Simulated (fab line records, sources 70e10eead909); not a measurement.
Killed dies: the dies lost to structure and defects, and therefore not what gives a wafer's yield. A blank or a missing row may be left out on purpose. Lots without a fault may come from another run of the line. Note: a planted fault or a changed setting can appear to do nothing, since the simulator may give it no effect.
One fault through the eyes of 2 desks || flow nand_harc || each desk holds nothing but its own numbers, with what lay behind them at the end

## METROLOGY DESK
Means of the sampled wafers that have a number, per lot and without regard to the tool the lot ran on: this is what the gauges read. Marked OUT: a lot whose mean sits more than 4 standard deviations from the usual mean, which makes it out of limits; the brackets give that distance.
Columns: A = thk_nm at NHARC_A_BONDPAD_THK_MEAS_20, usual 169.5 nm; B = cd_nm at NHARC_THIN_TSV_CD_MEAS_12, usual 999.8 nm
{"lot": "L609", "first seen here": "day 23 17:14", "A": 169.0, "B": 1000.5}
{"lot": "L608", "first seen here": "day 24 02:56", "A": 170.6, "B": 999.7}
{"lot": "L612", "first seen here": "day 24 17:08", "A": 169.3, "B": 998.1}
{"lot": "L616", "first seen here": "day 25 23:48", "A": 169.4, "B": 997.1}
{"lot": "L615", "first seen here": "day 26 08:45", "A": 169.1, "B": 999.1}
{"lot": "L617", "first seen here": "day 26 23:19", "A": 169.8, "B": 999.6}
{"lot": "L618", "first seen here": "day 27 05:28", "A": 170.0, "B": 996.5}
{"lot": "L619", "first seen here": "day 27 11:22", "A": 170.4, "B": 1002.0}
{"lot": "L620", "first seen here": "day 28 06:35", "A": 170.6, "B": 1000.1}
{"lot": "L623", "first seen here": "day 29 04:52", "A": 169.9, "B": 999.8}
{"lot": "L621", "first seen here": "day 29 08:52", "A": 168.0, "B": 1001.7}
{"lot": "L627", "first seen here": "day 31 01:27", "A": 170.5, "B": 1000.3}
{"lot": "L629", "first seen here": "day 31 19:56", "A": 169.6, "B": 1000.6}
{"lot": "L631", "first seen here": "day 33 03:47", "A": 168.9, "B": 996.6}
This desk's verdict: no lot among the 14 shows anything out of limits.

## AT THE TOOL OWNER'S DESK: rie_metal-01
The tool's own readings at NHARC_THIN_TSV_ETCH_36 (etches the open film in Cl2/BCl3, target depth 65 nm, time 18.571 s): means of the sampled wafers that have a number, for each lot that ran on this tool. Marked OUT: a lot whose mean sits more than 4 standard deviations from the usual mean, which makes it out of limits; the brackets give that distance.
Columns: A = drypump_motor_current_A at NHARC_THIN_TSV_ETCH_36, usual 5.6 A; B = oes_product_au at NHARC_THIN_TSV_ETCH_36, usual 0.998 a.u.; C = run_length_s at NHARC_THIN_TSV_ETCH_36, usual 39.5 s
{"lot": "L609", "first seen here": "day 24 13:13", "A": 5.1, "B": 1.002, "C": 39.5}
{"lot": "L608", "first seen here": "day 24 21:34", "A": 5.3, "B": 1.017, "C": 39.8}
{"lot": "L612", "first seen here": "day 25 13:08", "A": 5.0, "B": 0.992, "C": 39.6}
{"lot": "L618", "first seen here": "day 28 00:13", "A": 5.3, "B": 0.997, "C": 39.6}
{"lot": "L623", "first seen here": "day 30 00:22", "A": 5.0, "B": 0.989, "C": 39.6}
{"lot": "L621", "first seen here": "day 30 02:39", "A": 5.3, "B": 0.986, "C": 39.7}
{"lot": "L627", "first seen here": "day 31 20:31", "A": 5.3, "B": 0.992, "C": 38.4}
{"lot": "L629", "first seen here": "day 32 19:02", "A": 5.3, "B": 0.998, "C": 38.2}
This desk's verdict: no lot among the 8 shows anything out of limits.

## BROUGHT TOGETHER
Nothing out of limits was seen by the metrology desk.
The desk of the tool owner found nothing out of limits.

## WHAT THE SIMULATOR PUT IN
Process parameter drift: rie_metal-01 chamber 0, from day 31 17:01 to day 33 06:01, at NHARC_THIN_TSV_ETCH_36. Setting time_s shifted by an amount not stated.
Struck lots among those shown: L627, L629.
